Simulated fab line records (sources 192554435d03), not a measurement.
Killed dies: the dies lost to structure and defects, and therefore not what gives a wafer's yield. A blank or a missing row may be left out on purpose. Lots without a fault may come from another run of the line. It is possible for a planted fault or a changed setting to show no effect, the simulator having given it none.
Chamber matching    flow n5 finfet    4 sister chambers for N5_DUMMY_GATE_ETCH_23 on rie si-05
The step etches poly-Si in HBr/Cl2/O2, target depth 41 nm, time 22.3 s. 14 wafers are shown with their chamber, then 7 later ones without.

WAFERS WITH THEIR CHAMBER
wafer   chamber  drypump motor current A (A)  oes product au (a.u.)
L078.1  0        5.8                          1.019
L078.2  2        6.4                          1.015
L078.4  1        5.8                          1.039
L079.2  2        6.4                          0.998
L079.3  1        5.8                          1.027
L079.5  2        6.4                          0.985
L080.1  0        5.9                          0.990
L080.5  2        6.4                          0.997
L080.6  3        5.7                          0.963
L081.2  2        6.4                          0.995
L081.3  1        5.9                          1.034
L081.5  2        6.4                          0.997
L082.1  1        5.8                          1.035
L082.4  2        6.5                          1.001

SIGNATURES (averages over the wafers above)
reading                  chamber 0  chamber 1  chamber 2  chamber 3  scatter within a chamber
drypump motor current A  5.850      5.825      6.414      5.700      0.0459
oes product au           1.00450    1.03375    0.99829    0.96300    0.00986
Rule: distance of a wafer from a chamber = root of the sum over the readings of ((wafer's reading minus chamber's mean) / reading's scatter) squared. The wafer belongs to the nearest chamber; if the next one is less than 2 further off, it can't be placed. The scatter is the square root of a quotient: the sum, over the shown wafers, of each reading's squared deviation from its chamber's mean, divided by wafers minus chambers.

WAFERS WHOSE CHAMBER IS MISSING
wafer   drypump motor current A (A)  oes product au (a.u.)
L082.6  5.9                          1.020
L083.1  6.4                          1.002
L083.2  5.9                          1.012
L083.5  5.7                          0.968
L089.4  5.8                          0.995
L089.5  5.7                          0.975
L089.6  5.8                          1.041

EACH ONE'S CHAMBER
wafer   from the rows above      in truth
L082.6  can't be placed: 0 or 1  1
L083.1  2                        2
L083.2  can't be placed: 0 or 1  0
L083.5  3                        3
L089.4  0                        0
L089.5  3                        3
L089.6  1                        1
Correct placement for 5 of the 7. Cannot be placed on the basis of these rows: 2; the candidates contain the true chamber in 2. Number placed wrongly: 0.
